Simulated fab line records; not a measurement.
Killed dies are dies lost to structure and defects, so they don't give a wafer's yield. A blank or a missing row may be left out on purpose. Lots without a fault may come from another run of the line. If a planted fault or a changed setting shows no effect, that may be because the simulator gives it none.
Which tool did it? ; flow n5 finfet ; 12 lots, 33 wafers sampled, at 3 steps of a route of 1938

## WHAT THE GAUGES SHOWED, per wafer
N5_BEOL_M10_CD_MEAS_11 targets a cd of 64.1 nm.
lot;measured;on;cd nm (nm)
L905;day 16 00:44;cd sem-02;64.4 63.5 64.1
L901;day 17 14:52;cd sem-01;63.5 64.7 63.6
L906;day 17 15:08;cd sem-01;64.4 64.1 64.6
L911;day 18 04:57;cd sem-02;63.9 63.8 64.0
L908;day 19 16:19;cd sem-03;63.4 63.2 63.7
L910;day 19 16:29;cd sem-01;64.6 63.7 64.0
L909;day 19 21:08;cd sem-01;63.8 63.6 63.7
L914;day 20 00:17;cd sem-01;63.9 63.6 63.7
L913;day 20 00:50;cd sem-03;64.2 63.7 63.0
L915;day 20 08:27;cd sem-03;63.9 63.7
L916;day 20 11:53;cd sem-03;63.9 64.9
L920;day 21 07:57;cd sem-03;64.5 63.9

## TOOL THAT RAN EACH LOT (tool first, then ch and the chambers of the sampled wafers, then the start)
lot;N5_BEOL_M10_PECVD_70;N5_BEOL_M10_HM_DEP_02
L905;pecvd-04 ch 1,2, day 16 00:11;pvd sputter-01, day 16 00:14
L901;pecvd-04 ch 0,1,2, day 17 10:03;pvd sputter-02, day 17 14:22
L906;pecvd-02 ch 0,1,2, day 17 11:31;pvd sputter-01, day 17 14:38
L911;pecvd-02 ch 0,1,2, day 18 00:15;pvd sputter-02, day 18 04:27
L908;pecvd-04 ch 0,1, day 19 11:28;pvd sputter-03, day 19 15:49
L910;pecvd-04 ch 1,2, day 19 11:38;pvd sputter-03, day 19 15:55
L909;pecvd-04 ch 0,1,2, day 19 20:42;pvd sputter-02, day 19 20:46
L914;pecvd-04 ch 0,2, day 19 21:29;pvd sputter-03, day 19 23:47
L913;pecvd-03 ch 0,2, day 19 23:05;pvd sputter-03, day 20 00:28
L915;pecvd-03 ch 1,2, day 20 06:04;pvd sputter-01, day 20 07:56
L916;pecvd-02 ch 0,1, day 20 09:38;pvd sputter-02, day 20 11:31
L920;pecvd-02 ch 1,2, day 21 06:41;pvd sputter-03, day 21 07:35
- N5_BEOL_M10_PECVD_70: deposits SiO2 from TEOS/O2, target thk 20 nm, time 22.7 s.
- N5_BEOL_M10_HM_DEP_02: deposits TiN, target thk 20 nm.

## WHAT THE TOOLS THEMSELVES READ (means of the sampled wafers that have a number; where no wafer has one, the mark that the record gives instead)
N5_BEOL_M10_PECVD_70.
lot;tool;chamber pressure Torr (Torr);heater power w (W);showerhead plenum p Torr (Torr);throttle valve pct (%)
L905;pecvd-04;5.509;714;8.76;21.5
L901;pecvd-04;5.506;753;8.81;21.5
L906;pecvd-02;5.495;608;8.76;21.9
L911;pecvd-02;5.512;592;8.78;21.8
L908;pecvd-04;5.508;797;8.80;21.9
L910;pecvd-04;5.512;734;8.78;22.2
L909;pecvd-04;5.512;731;8.79;21.5
L914;pecvd-04;5.498;671;8.76;21.1
L913;pecvd-03;5.495;794;8.82;22.9
L915;pecvd-03;5.492;752;8.83;22.6
L916;pecvd-02;5.492;532;8.82;21.4
L920;pecvd-02;5.505;657;8.74;21.7

N5_BEOL_M10_HM_DEP_02.
lot;tool;throttle valve pct (%)
L905;pvd sputter-01;29.5
L901;pvd sputter-02;30.4
L906;pvd sputter-01;28.9
L911;pvd sputter-02;30.6
L908;pvd sputter-03;30.2
L910;pvd sputter-03;30.4
L909;pvd sputter-02;31.2
L914;pvd sputter-03;30.2
L913;pvd sputter-03;30.2
L915;pvd sputter-01;27.4
L916;pvd sputter-02;31.2
L920;pvd sputter-03;30.4

## THE ANSWER, worked out from the rows above alone
Rule: what is usual is taken from the lots themselves. The widest of any qualifying gaps counts: lots, ordered by their means at a reading, are off when they make up no more than a third of the lots, leave a main group of 4 or more, and stand apart from it by 3 or more times the standard deviation of that group's means. Not used: any main group whose means are identical at the precision the tables above print for the reading. A lot without any number at a reading at which 4 lots or more have one is off too. All remaining lots with rows at the step are treated as sound. First the gauges in route order, then the tools' own readings, where a lot's mean is used as printed above. At the first step where some lot is off, the reading lying furthest off is the one used; lots without a number count as furthest.
None of the lots is off at any reading shown; this tells nothing.

## WHAT WAS PUT IN BY THE SIMULATOR
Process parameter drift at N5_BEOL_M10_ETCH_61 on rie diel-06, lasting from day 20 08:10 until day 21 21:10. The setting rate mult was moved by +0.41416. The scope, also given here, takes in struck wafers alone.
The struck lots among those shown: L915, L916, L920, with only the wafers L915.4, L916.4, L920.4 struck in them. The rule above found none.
